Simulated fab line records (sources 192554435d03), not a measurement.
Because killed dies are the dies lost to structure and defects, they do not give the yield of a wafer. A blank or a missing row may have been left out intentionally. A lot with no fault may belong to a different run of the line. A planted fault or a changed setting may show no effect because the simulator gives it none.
A struck lot beside a sound one -- flow n5Finfet -- 37 steps out of a route of 1938
Sound: the wafers L359.1, L359.2, L359.6. Wafers L354.3, L354.5, L354.6 were the ones struck. Last of all comes the cause.
Each step with rows lists, per side, the tool, then ch with its chambers, then its first start. Under that, the readings that differ: sound wafers -- struck wafers -- difference of the means -- sigmas: that difference in standard deviations of wafers without a fault.
alike: a reading whose means differ by less than 2 such deviations, as well as words and numbers matching on both sides. not compared: withheld readings; readings where some wafer has no value; bounds like >300 that might hide an equal value; numbers whose values overlap and for which the record gives no deviation.
Wherever a step has rows on one side only, a row that says differs or no value, or a row with sigmas, the two part there. Numbers that don't overlap but have no deviation are shown without sigmas and don't part them. A reading that every wafer of one side lacks parts them only if that side has two wafers or more.

first, 9 steps without rows for these wafers: N5_BEOL_M4_ANNEAL_95 (time 240 s); N5_BEOL_M4_SPUTTER_96 (material Cu, target thk 4.5 nm, time 8.29 s); N5_BEOL_M4_ECD_50 (material Cu, target thk 300 nm); N5_BEOL_M4_ANNEAL_51 (time 90 s); N5_BEOL_M4_CMP_52 (polishes, stops on SiOC, t overpolish 6.8 s, target thk 40 nm); N5_BEOL_M4_PRE_CLEAN_60 (time 15 s); N5_BEOL_M4_CO_CAP_55 (material Co, precursor CCTBA/H2, target thk 2 nm, time 102.1 s); N5_BEOL_M4_PRE_CLEAN_56 (time 15 s); N5_BEOL_M4_DEP_57 (deposits SiCN from 3MS/NH3, target thk 8 nm, time 14 s).
N5_BEOL_M4_RC_MEAS_101:
  sound on prober-02 ch 0, day 11 23:47; struck on prober-02 ch 0, day 11 02:20
  alike: DIBL_N, DIBL_P, IOFF_N, IOFF_P, ION_N, ION_P, SS_N, SS_P, VT_N, VT_P
then, 24 steps without rows for these wafers: N5_BEOL_M5_ILD_DEP_00 (deposits SiCOH lowk from DEMS/porogen, target thk 140.64 nm, time 25.9 s); N5_BEOL_M5_CURE_79 (cures SiCOH lowk, time 240 s); N5_BEOL_M5_PECVD_70 (deposits SiO2 from TEOS/O2, target thk 16 nm, time 18 s); N5_BEOL_M5_HM_DEP_02 (deposits TiN, target thk 20 nm); N5_BEOL_M5_COAT_59 (time 60 s, resist thk 60 nm); N5_BEOL_M5_COAT_60 (time 60 s, resist thk 12 nm); N5_BEOL_M5_COAT_71 (time 60 s, resist thk 5 nm); N5_BEOL_M5_COAT_05 (resist thk 30 nm); N5_BEOL_M5_EBR_07; N5_BEOL_M5_SOFTBAKE_06 (time 60 s); N5_BEOL_M5_EXPOSE_08 (exposes mask M5, target cd 28 nm); N5_BEOL_M5_PEB_09 (peb time 60 s); N5_BEOL_M5_DEVELOP_10 (develop time 30 s); N5_BEOL_M5_DESCUM_16 (chemistry O2, time 7 s); N5_BEOL_M5_ETCH_72 (etches underlayer in N2/H2, target depth 6.5 nm, time 5.2 s); N5_BEOL_M5_ETCH_61 (etches SiARC in CF4, target depth 15.6 nm, time 26 s); N5_BEOL_M5_ETCH_62 (etches SOC in N2/H2, target depth 75 nm, overetch 15 nm, time 112.5 s); N5_BEOL_M5_STRIP_63 (strips in N2/H2); N5_BEOL_M5_STRIP_73 (strips in N2/H2); N5_BEOL_M5_STRIP_64 (strips in CF4); N5_BEOL_M5_HM_OPEN_17 (chemistry Cl2/BCl3, target TiN, target depth 20 nm, overetch 6 nm); N5_BEOL_M5_STRIP_19 (strips in O2); N5_BEOL_M5_COAT_65 (time 60 s, resist thk 60 nm); N5_BEOL_M5_COAT_66 (time 60 s, resist thk 12 nm).
N5_BEOL_M6_ETCH_65: etches SiARC in CF4, target depth 15.6 nm, time 26 s.
  sound on rieDiel-05 ch 0,2, day 12 17:07; struck on rieDiel-04 ch 0,1,2, day 11 17:57
  no value came back on the struck wafers for any of 9 readings (biasW (W), cf4FlowSccm (sccm) and others); on the sound wafers biasW (W) reads 35.90 36.07 35.99
  not compared: rfHoursCounterH
N5_BEOL_M6_ETCH_66: etches SOC in N2/H2, target depth 80 nm, overetch 16 nm, time 120 s.
  sound on rieDiel-05 ch 0,2, day 12 17:09; struck on rieDiel-04 ch 0,1,2, day 11 17:59
reading,sound,struck,difference,sigmas
oesProductAu (a.u.),0.56 0.64 0.63,0.26 0.27 0.31,-0.33,-6
  alike: biasW, chamberPressureMTorr, drypumpMotorCurrentA, rfVppV, showerheadPlenumPTorr, throttleValvePct
  not compared: rfHoursCounterH
-- record jumps: 3 days separate the struck wafers' starts on either side; left off in module BEOL_M6, taken up again in module PASSIVATION, whose first shown step is the route's number 1936 --
N5_PASSIVATION_PROBE_49:
  record: rows for the struck wafers here (prober-01, day 15 01:36), none for the sound ones

## WHERE THEY PART
Earliest at N5_BEOL_M6_ETCH_65; latest, in this record, at N5_PASSIVATION_PROBE_49.

WHY: what had been put in by the simulator
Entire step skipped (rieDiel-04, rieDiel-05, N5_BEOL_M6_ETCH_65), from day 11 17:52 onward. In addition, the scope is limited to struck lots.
